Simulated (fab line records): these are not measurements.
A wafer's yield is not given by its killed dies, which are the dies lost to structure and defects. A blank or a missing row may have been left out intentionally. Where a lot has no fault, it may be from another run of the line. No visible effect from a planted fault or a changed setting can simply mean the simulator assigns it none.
A lot that was struck, set against a sound lot || flow nand_harc || 17 steps out of a route of 1302
Sound: wafers L152.1, L152.3, L152.5. The struck wafers were L149.3, L149.4, L149.5. The cause comes at the end.
Order at every step that has rows: each side's tool, ch and its chambers, its first start. Under that, the readings that differ: sound wafers || struck wafers || difference of the means || sigmas: that difference in standard deviations of wafers without a fault.
alike: a reading whose means differ by less than 2 such deviations, as well as words and numbers matching on both sides. not compared: withheld readings; readings where some wafer has no value; bounds like >300 that might hide an equal value; numbers whose values overlap and for which the record gives no deviation.
Wherever a step has rows on one side only, a row that says differs or no value, or a row with sigmas, the two part there. When numbers do not overlap yet have no deviation, they are printed without sigmas and do not part them. A reading missing from all wafers of one side parts the sides only when that side holds two or more wafers.

first, 4 steps without rows for these wafers: NHARC_P_BONDPAD_HARDBAKE_10 (time 65 s); NHARC_P_BONDPAD_DESCUM_11 (chemistry O2, time 3 s); NHARC_P_BONDPAD_ETCH_37 (etches the open film in N2/H2, target depth 60 nm, overetch 18 nm, time 65.91 s); NHARC_P_BONDPAD_ETCH_12 (etches the open film in CHF3/O2, target depth 200 nm, time 100 s).
NHARC_P_BONDPAD_CD_MEAS_13:
  struck on cd_sem-02, day 12 18:11; sound on cd_sem-02, day 13 23:58
  alike: cd_nm
then, 1 step without rows for these wafers: NHARC_P_BONDPAD_STRIP_15 (strips in O2).
NHARC_P_BONDPAD_ETCH_24: etches the open film in CF4/N2, target depth 30 nm, time 72.99 s.
  sound on rie_diel-02 ch 0,2; struck on rie_diel-02 ch 1,2,3
  alike: chamber_pressure_mTorr, drypump_motor_current_A, oes_product_au, rf_fwd_power_W, rf_vpp_V, showerhead_plenum_p_Torr, throttle_valve_pct
  not compared: rf_hours_counter_h
then, 1 step without rows for these wafers: NHARC_P_BONDPAD_STRIP_16 (strips in post etch residue remover, time 600 s).
NHARC_P_BONDPAD_DEGAS_25: time 60 s.
  struck on pvd_sputter-01, day 12 18:49; sound on pvd_sputter-03, day 14 00:35
  alike: heater_power_w
NHARC_P_BONDPAD_PRE_CLEAN_26: time 30 s.
  sound on pvd_sputter-03; struck on pvd_sputter-01
  alike: heater_power_w
NHARC_P_BONDPAD_PVD_17: deposits TaN, target thk 5 nm, time 8.06 s.
  sound on pvd_sputter-03; struck on pvd_sputter-01
  alike: throttle_valve_pct
then, 1 step without rows for these wafers: NHARC_P_BONDPAD_PVD_27 (deposits Cu, target thk 30 nm, time 20.49 s).
NHARC_P_BONDPAD_ECD_18: material Cu, target thk 400 nm.
  sound on ecd_cu-02 ch 0,1, day 14 01:00; struck on ecd_cu-02 ch 0,1, day 12 19:16
  no value came back on the struck wafers for bath_heat_duty_pct (%), bath_temp_c (C); on the sound wafers bath_heat_duty_pct (%) reads 6.7 7.8 6.8
then, 1 step without rows for these wafers: NHARC_P_BONDPAD_ANNEAL_28 (time 90 s).
NHARC_P_BONDPAD_CMP_19: polishes, t overpolish 30 s, cu recess touch 16 s, target thk 160.81 nm.
  sound on cmp-03 ch 0,2,3, day 14 01:41; struck on cmp-03 ch 1,2,3, day 12 19:55
  alike: motor_current_A, overpolish_run_s
NHARC_P_BONDPAD_THK_MEAS_20: measures by xrf.
  struck on film_metro-02, day 12 20:24; sound on film_metro-02, day 14 02:00
{"reading": "thk_nm (nm)", "sound": "162.9 160.2 159.5", "struck": "30.5 30.3 29.4", "difference": -130.8, "sigmas": "-99 or more"}
  not compared: hold
NHARC_END_SORT_01:
  the record has rows for the sound wafers here (prober-02 ch 0, day 31 09:43) and none for the struck ones

== WHERE THEY PART ==
At NHARC_P_BONDPAD_ECD_18 first; at NHARC_END_SORT_01 last (within this record only).

WHY: what had been put in by the simulator
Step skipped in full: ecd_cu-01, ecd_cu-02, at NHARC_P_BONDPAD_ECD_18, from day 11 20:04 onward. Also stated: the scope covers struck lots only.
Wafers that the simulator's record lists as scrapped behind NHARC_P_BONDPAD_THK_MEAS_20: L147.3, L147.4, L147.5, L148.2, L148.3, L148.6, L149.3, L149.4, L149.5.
